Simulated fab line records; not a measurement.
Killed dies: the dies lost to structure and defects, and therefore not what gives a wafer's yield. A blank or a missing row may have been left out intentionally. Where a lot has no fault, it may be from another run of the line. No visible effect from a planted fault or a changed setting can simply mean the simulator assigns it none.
fab line records	flow n5Finfet
record lots=11	wafers=33	lastDay=18
route steps=1938 shown MIM_TOP@1836 MIM_TOP_ETCH@1853 MIM_BOT_LITHO@1858 PASSIVATION@1936
lots untouched by any fault: they come from a run of this same line in which no faults occurred
startH: start of the lot's first displayed wafer, in hours after the record's first day	waitH: hours since the lot's step before	" repeats the value in the row above	L1.1+2: several wafers, shown together as one row	- no value, or no start was given	* or withheld: withheld	< > ~ a bound
route shown NAME@n: NAME is a module with steps in the file, n the number in the route of the first one	usual: the fault-free wafers' mean and standard deviation	same: alike in all rows	chamber/n: place in a boat	sites: the reading at each site	_std_site: standard deviation across them	_edge_site: outer sites' mean less inner sites'	radiusMm: for every site, how far away it sits from the centre of the wafer	mask NAME#n: copy n	behind: the most recent tool/chamber to have shaped the wafer	hold: cause of the lot's hold/its duration in hours/its outcome	device: which transistor (n, p or np) failed to switch	end of line: at the end of the route, the tests of the same wafers	a step without rows: its recipe alone	killed: dies that structure and defects cost at the first sort, which is not the same as the wafer's yield	map: a wafer's dies, marking killed ones x, the rest . and places with no die _
set.NAME: the setting that was run; set.NAME@STEP: the one run at that earlier step	model.NAME: the simulator's own value behind a step, which no gauge read
one table for each step of the route and one row for each wafer, over a sample of lots
services: the hour from which a tool's chamber was out of use, counted from the record's first day as startH (under 0 if before that day), plus the number of hours and why
## steps
# step N5_MIM_TOP_ALD_02
# recipe material=Al2O3	targetThkA=*	tempC=withheld	aldPrecursorFamily=TMA	aldCoReactant=O3	pulseTimeS=withheld	purgeTimeS=3	coReactantPurgeTimeS=withheld	coReactantPulseTimeS=3	aldCycles=withheld
# usual precursorPulseHeightRel=1.001/0.02
lot.wafer	tool	chamber	startH	waitH	precursorPulseHeightRel
L566.1	aldHk-02	0	-	-	1.014
L566.4	"	2	"	"	1.011
L566.6	"	0	"	"	0.991
L567.2	aldHk-03	3	-	-	0.982
L567.4	"	1	"	"	0.992
L567.5	"	0	"	"	1.020
L571.1	aldHk-03	2	-	-	0.992
L571.4	"	3	"	"	0.996
L571.6	"	2	"	"	0.957
L578.1	aldHk-01	1	-	-	1.017
L578.2	"	3	"	"	1.043
L578.3	"	2	"	"	1.005
L576.1	aldHk-03	1	-	-	0.970
L576.3	"	3	"	"	1.006
L576.5	"	1	"	"	0.995
L577.2	aldHk-03	2	-	-	0.990
L577.4	"	0	"	"	0.970
L577.6	"	3	"	"	0.975
L579.1	aldHk-01	2	-	-	1.021
L579.2	"	0	"	"	1.040
L579.5	"	0	"	"	1.022
L582.1	aldHk-02	3	-	-	0.960
L582.5	"	3	"	"	1.012
L582.6	"	2	"	"	0.981
L583.1	aldHk-03	1	-	-	1.003
L583.2	"	3	"	"	0.991
L583.4	"	0	"	"	1.003
L584.2	aldHk-01	1	-	-	1.016
L584.4	"	0	"	"	0.988
L584.5	"	1	"	"	0.985
L589.1	aldHk-03	3	-	-	1.017
L589.3	"	2	"	"	0.986
L589.6	"	0	"	"	1.000
# step N5_MIM_TOP_ETCH_PECVD_03
# recipe material=SiNx	targetThkA=200	tempC=400	precursor=SiH4/NH3/N2	pressureTorr=1.5	rfW=300	timeS=17.6
# usual heaterPowerW=738/63	showerheadPlenumPTorr=5.12/0.054	throttleValvePct=39.0/2
lot.wafer	tool	chamber	startH	waitH	heaterPowerW	showerheadPlenumPTorr	throttleValvePct
L566.1	pecvd-03	2	258.92	-	834	5.06	35.3
L566.4	"	1	"	"	679	5.12	38.7
L566.6	"	2	"	"	816	5.05	35.1
L567.2	pecvd-01	0	274.17	-	793	5.26	41.1
L567.4	"	1	"	"	675	5.12	40.5
L567.5	"	0	"	"	795	5.25	41.2
L571.1	pecvd-02	0	288.14	-	822	5.11	40.1
L571.4	"	0	"	"	825	5.12	40.1
L571.6	"	1	"	"	740	5.11	39.6
L578.1	pecvd-03	1	330.10	-	757	5.13	38.5
L578.2	"	0	"	"	806	5.11	42.0
L578.3	"	2	"	"	814	5.05	35.3
L576.1	pecvd-03	2	332.07	-	843	5.05	35.8
L576.3	"	1	"	"	762	5.13	38.6
L576.5	"	1	"	"	763	5.13	38.5
L577.2	pecvd-01	1	336.47	-	683	5.13	40.4
L577.4	"	2	"	"	670	5.03	36.4
L577.6	"	1	"	"	715	5.14	40.4
L579.1	pecvd-03	1	347.33	-	758	5.14	38.8
L579.2	"	0	"	"	680	5.12	42.6
L579.5	"	1	"	"	752	5.13	38.7
L582.1	pecvd-03	0	355.66	-	774	5.11	42.3
L582.5	"	2	"	"	830	5.05	35.7
L582.6	"	0	"	"	794	5.11	42.3
L583.1	pecvd-02	2	365.74	-	648	5.13	37.9
L583.2	"	0	"	"	849	5.12	40.1
L583.4	"	1	"	"	659	5.12	39.8
L584.2	pecvd-03	0	370.68	-	713	5.11	42.1
L584.4	"	0	"	"	675	5.12	42.5
L584.5	"	2	"	"	778	5.05	35.7
L589.1	pecvd-01	0	417.57	-	781	5.28	41.0
L589.3	"	2	"	"	705	5.04	36.8
L589.6	"	0	"	"	793	5.27	41.2
# step N5_MIM_BOT_LITHO_EXPOSE_05
# recipe maskId=MIM_BOT	na=0.55	sourceShape=conventional	sigmaOuter=0.8	polarization=unpolarized	doseMj=24.25
lot.wafer	tool	chamber	startH	waitH	mask
L566.1+4+6	krfScanner-01	0	259.23	-	MIM_BOT#0
L567.2+4+5	krfScanner-02	0	274.48	-	MIM_BOT#0
L571.1+4+6	krfScanner-02	0	288.45	-	MIM_BOT#0
L578.1+2+3	krfScanner-01	0	330.28	-	MIM_BOT#0
L576.1+3+5	krfScanner-02	0	332.40	-	MIM_BOT#0
L577.2+4+6	krfScanner-02	0	336.66	-	MIM_BOT#0
L579.1+2+5	krfScanner-01	0	347.64	-	MIM_BOT#0
L582.1+5+6	krfScanner-01	0	355.97	-	MIM_BOT#0
L583.1+2+4	krfScanner-01	0	365.92	-	MIM_BOT#0
L584.2+4+5	krfScanner-01	0	370.86	-	MIM_BOT#0
L589.1+3+6	krfScanner-01	0	417.75	-	MIM_BOT#0
# step N5_MIM_BOT_LITHO_OVL_MEAS_11
# recipe pointsPerWafer=44
# usual MIM_BOT_OVL=-5/4.8
lot.wafer	tool	chamber	startH	waitH	MIM_BOT_OVL[nm]
L566.1	overlay-02	0	259.44	0.0	-3
L566.4	"	0	"	"	-16
L566.6	"	0	"	"	-8
L567.2	overlay-01	0	274.68	0.0	-5
L567.4	"	0	"	"	2
L567.5	"	0	"	"	0
L571.1	overlay-01	0	288.65	0.0	-11
L571.4	"	0	"	"	-3
L571.6	"	0	"	"	-7
L578.1	overlay-01	0	330.48	0.0	-4
L578.2	"	0	"	"	5
L578.3	"	0	"	"	-9
L576.1	overlay-01	0	332.61	0.0	619
L576.3	"	0	"	"	614
L576.5	"	0	"	"	619
L577.2	overlay-01	0	336.87	0.0	620
L577.4	"	0	"	"	621
L577.6	"	0	"	"	623
L579.1	overlay-01	0	347.84	0.0	-8
L579.2	"	0	"	"	-1
L579.5	"	0	"	"	-4
L582.1	overlay-02	0	356.18	0.0	2
L582.5	"	0	"	"	2
L582.6	"	0	"	"	-4
L583.1	overlay-01	0	366.12	0.0	-8
L583.2	"	0	"	"	-9
L583.4	"	0	"	"	-2
L584.2	overlay-01	0	371.06	0.0	-7
L584.4	"	0	"	"	3
L584.5	"	0	"	"	-9
L589.1	overlay-01	0	417.96	0.0	-12
L589.3	"	0	"	"	-6
L589.6	"	0	"	"	-9
# step N5_MIM_BOT_LITHO_DESCUM_10
# recipe chemistry=O2	timeS=7.9	sourcePowerW=50	biasPowerW=20	pressureMtorr=20	rfFrequencyHz=2.712e+07	tempC=40	o2FlowSccm=225
# usual drypumpMotorCurrentA=5.6/0.32	oesProductAu=0.79/0.088	rfVppV=243.4/1.2	showerheadPlenumPTorr=2.11/0.059	throttleValvePct=20.49/0.25
lot.wafer	tool	chamber	startH	waitH	drypumpMotorCurrentA	oesProductAu	rfHoursCounterH	rfVppV	showerheadPlenumPTorr	throttleValvePct
L566.1	rieDiel-06	1	259.56	0.1	5.6	0.68	249	243.8	2.13	20.81
L566.4	"	0	"	"	5.9	0.80	96	244.4	2.00	20.06
L566.6	"	1	"	"	5.6	0.68	-	244.4	2.13	20.79
L567.2	rieDiel-01	2	274.73	0.0	5.7	0.95	6	243.1	2.17	20.57
L567.4	"	1	"	"	5.5	0.72	214	244.1	2.16	20.60
L567.5	"	2	"	"	5.7	0.96	-	244.1	2.17	20.56
L571.1	rieDiel-01	3	288.71	0.0	5.5	0.82	85	242.3	2.02	20.08
L571.4	"	2	"	"	5.7	0.93	11	240.7	2.16	20.56
L571.6	"	0	"	"	5.7	0.81	-	244.8	2.20	20.14
L578.1	rieDiel-06	3	330.54	0.0	5.1	0.68	224	244.0	2.17	21.01
L578.2	"	2	"	"	5.5	0.78	125	242.8	2.08	20.41
L578.3	"	1	"	"	5.6	0.92	17	244.2	2.12	20.45
L576.1	rieDiel-01	2	332.66	0.0	5.7	0.89	26	244.1	2.16	20.60
L576.3	"	3	"	"	5.5	0.81	100	241.7	2.01	20.10
L576.5	"	1	"	"	5.5	0.70	-	244.5	2.15	20.64
L577.2	rieDiel-03	1	336.93	0.0	5.8	0.73	175	244.3	2.11	20.58
L577.4	"	0	"	"	5.3	0.85	46	244.0	2.14	20.59
L577.6	"	2	"	"	6.3	1.03	-	243.2	2.08	20.45
L579.1	rieDiel-01	0	347.90	0.0	5.7	0.78	122	244.9	2.19	20.16
L579.2	"	3	"	"	5.5	0.81	105	241.5	2.01	20.12
L579.5	"	2	"	"	5.7	0.89	-	243.5	2.16	20.60
L582.1	rieDiel-01	3	356.23	0.0	5.5	0.81	108	241.7	2.01	20.11
L582.5	"	3	"	"	5.5	0.81	-	241.8	2.01	20.09
L582.6	"	2	"	"	5.7	0.88	-	244.5	2.15	20.61
L583.1	rieDiel-06	1	366.18	0.0	5.6	0.90	29	244.0	2.12	20.47
L583.2	"	3	"	"	5.1	0.67	239	243.9	2.16	21.04
L583.4	"	0	"	"	5.9	0.77	131	241.1	1.99	20.11
L584.2	rieDiel-03	0	371.12	0.0	5.3	0.82	60	245.1	2.13	20.62
L584.4	"	3	"	"	5.1	0.68	232	241.7	2.08	20.64
L584.5	"	1	"	"	5.8	0.72	-	242.3	2.11	20.60
L589.1	rieDiel-06	1	418.15	0.2	5.7	0.86	47	245.6	2.11	20.50
L589.3	"	0	"	"	5.9	0.75	149	241.4	1.98	20.14
L589.6	"	1	"	"	5.6	0.86	-	245.3	2.11	20.50
# step N5_PASSIVATION_PROBE_49
# usual defectLimitedYield=91.0/1.3	killed_at_M0_to_M3=33/10	killed_at_M4_up=14/5.6	killedAtContacts=12/5.8	killedAtFrontEnd=43/11	killedAtOther=4.1/2.8	killedDies=106/15	killedOpen=70/12	killedShort=34/7.5	sort_bin_4_leakage=0.00/0.0099	sort_bin_5_function=5.3/0.88	sort_bin_6_memory=3.3/0.64	sort_bin_8_speed=0.00/0.016	sortNPass=1074/15	sortYieldPct=91.0/1.3
# same grossDies=1180	killedAtBackSide=0
lot.wafer	tool	chamber	startH	waitH	defectLimitedYield[%]	killed_at_M0_to_M3	killed_at_M4_up	killedAtContacts	killedAtFrontEnd	killedAtOther	killedDies	killedOpen	killedShort	sort_bin_4_leakage[%]	sort_bin_5_function[%]	sort_bin_6_memory[%]	sort_bin_8_speed[%]	sortNPass	sortYieldPct[%]
L578.1	prober-01	-	340.72	0.0	89.9	48	18	11	37	5	119	87	32	0	6.2	3.6	0	1061	89.9
L576.1	prober-02	-	341.31	0.0	89.2	48	12	12	51	4	127	88	38	0	6.7	3.6	0	1053	89.2
L576.3	prober-02	-	341.41	0.1	90.3	35	5	9	65	0	114	77	32	0	5.6	3.8	0	1066	90.3
L576.5	prober-02	-	341.51	0.2	91.0	23	9	11	54	9	106	68	38	0	5.8	2.9	0	1074	91.0
L577.2	prober-01	-	347.35	0.1	90.3	41	16	12	41	4	114	65	47	0	6.5	2.7	0	1066	90.3
L577.4	prober-01	-	347.45	0.2	92.7	31	12	7	34	2	86	57	28	0	4.9	2.2	0	1094	92.7
L579.1	prober-02	-	357.25	0.0	92.3	31	18	4	36	2	91	59	26	0	4.5	3.1	0	1089	92.3
L579.2	prober-02	-	357.30	0.1	90.7	43	18	5	41	3	110	73	34	0	5.3	3.8	0	1070	90.7
L579.5	prober-02	-	357.45	0.2	91.9	35	16	7	33	5	96	59	37	0	5.5	2.2	0	1084	91.9
# killed by level:class
L578.1 BEOL_M0_SAQP:geometricParticle:open=14 FIN_SAQP:geometricParticle:open=11 MOL_CONTACT_COAG:geometricParticle:open=10 BEOL_M3:geometricParticle:open=9 BEOL_M1:geometricParticle:open=7 STI_FIN_REVEAL:geometricParticle:open=6 BEOL_M0_SAQP:geometricParticle:short=6 BEOL_M4:geometricParticle:open=6
L576.1 BEOL_M2:geometricParticle:open=17 STI_FIN_REVEAL:geometricParticle:open=10 FIN_SAQP:geometricParticle:short=9 DUMMY_GATE:geometricParticle:open=9 MOL_CONTACT_COAG:geometricParticle:open=9 BEOL_M2:geometricParticle:short=7 BEOL_M4:geometricParticle:open=7 FIN_SAQP:geometricParticle:open=6
L576.3 FIN_SAQP:geometricParticle:open=13 STI_FIN_REVEAL:geometricParticle:open=13 BEOL_M3:geometricParticle:open=12 FIN_SAQP:geometricParticle:short=10 MOL_CONTACT_COAG:geometricParticle:open=7 DUMMY_GATE:geometricParticle:open=6 BEOL_M0_SAQP:geometricParticle:open=6 BEOL_M0_SAQP:geometricParticle:short=6
L576.5 FIN_SAQP:geometricParticle:short=14 FIN_SAQP:geometricParticle:open=11 MOL_CONTACT_COAG:geometricParticle:open=9 DUMMY_GATE:geometricParticle:open=8 BEOL_M3:geometricParticle:open=7 PASS1_CAP:geometricParticle:open=6 STI_FIN_REVEAL:geometricParticle:open=6 STARTING-WAFER:geometricParticle:short=4
L577.2 BEOL_M0_SAQP:geometricParticle:open=13 BEOL_M0_SAQP:geometricParticle:short=12 STI_FIN_REVEAL:geometricParticle:open=11 MOL_CONTACT_COAG:geometricParticle:open=9 FIN_SAQP:geometricParticle:short=8 BEOL_M4:geometricParticle:open=5 BEOL_M1:geometricParticle:open=4 GATE_CUT:geometricParticle:short=4
L577.4 BEOL_M0_SAQP:geometricParticle:short=10 STI_FIN_REVEAL:geometricParticle:open=9 FIN_SAQP:geometricParticle:open=6 MOL_CONTACT_COAG:geometricParticle:open=6 BEOL_M3:geometricParticle:open=6 BEOL_M0_SAQP:geometricParticle:open=5 FIN_SAQP:geometricParticle:short=4 BEOL_M2:geometricParticle:open=4
L579.1 BEOL_M4:geometricParticle:open=11 STI_FIN_REVEAL:geometricParticle:open=8 BEOL_M0_SAQP:geometricParticle:short=8 BEOL_M0_SAQP:geometricParticle:open=6 BEOL_M2:geometricParticle:open=5 FIN_SAQP:geometricParticle:short=4 MOL_CONTACT_COAG:geometricParticle:open=4 BEOL_M3:geometricParticle:open=4
L579.2 BEOL_M4:geometricParticle:open=12 BEOL_M3:geometricParticle:open=11 STI_FIN_REVEAL:geometricParticle:open=10 FIN_SAQP:geometricParticle:short=9 BEOL_M0_SAQP:geometricParticle:short=7 BEOL_M0_SAQP:geometricParticle:open=7 BEOL_M1:geometricParticle:open=7 MOL_CONTACT_COAG:geometricParticle:open=5
L579.5 BEOL_M4:geometricParticle:open=12 BEOL_M0_SAQP:geometricParticle:short=11 STI_FIN_REVEAL:geometricParticle:open=10 BEOL_M0_SAQP:geometricParticle:open=10 MOL_CONTACT_COAG:geometricParticle:open=5 STI_FIN_REVEAL:geometricParticle:short=4 BEOL_M2:geometricParticle:open=4 STARTING-WAFER:geometricParticle:short=4
## services
tool	chamber	startH	hours	kind
krfScanner-01	-	235.28	0.8	pm
pecvd-01	2	237.14	7.1	repair
krfScanner-02	-	246.83	1.0	pm
rieDiel-03	2	263.59	3.8	repair
aldHk-03	-	265.68	0.8	repair
pecvd-01	-	286.63	6.0	pm
krfScanner-02	-	289.73	0.8	pm
krfScanner-01	-	308.29	3.6	pm
pecvd-02	-	309.21	0.3	repair
rieDiel-03	0	317.64	4.0	repair
pecvd-02	2	319.24	2.2	repair
aldHk-03	-	335.36	14.6	pm
pecvd-03	2	336.06	4.2	repair
rieDiel-01	1	338.06	3.9	repair
rieDiel-03	1	354.52	4.8	repair
aldHk-03	-	354.65	0.7	repair
pecvd-03	0	363.33	5.6	repair
rieDiel-03	-	372.66	0.1	repair
krfScanner-01	-	375.74	1.3	pm
krfScanner-01	-	384.63	1.0	pm
rieDiel-06	3	400.20	6.6	repair
krfScanner-01	-	404.08	0.8	pm
krfScanner-02	-	415.83	1.0	pm
rieDiel-06	3	417.07	6.8	repair
## key
firstSign step=N5_MIM_BOT_LITHO_OVL_MEAS_11	reading=MIM_BOT_OVL	direction=up	sigmas=99+	usual=-5	struck=619
effect none on later readings
metAt N5_MIM_BOT_LITHO_EXPOSE_05
struckLots L576,L577
notActingAt N5_MIM_TOP_ALD_02,N5_MIM_TOP_ETCH_PECVD_03,N5_MIM_BOT_LITHO_DESCUM_10
onsetBetween 288.45 332.40
earlierFault kind=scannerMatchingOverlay	tool=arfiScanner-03	chamber=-	onsetH=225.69	steps=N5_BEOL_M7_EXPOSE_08	offset=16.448
fault kind=scannerMatchingOverlay	tool=krfScanner-02	chamber=-	onsetH=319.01	steps=N5_MIM_BOT_LITHO_EXPOSE_05	offset=625.81
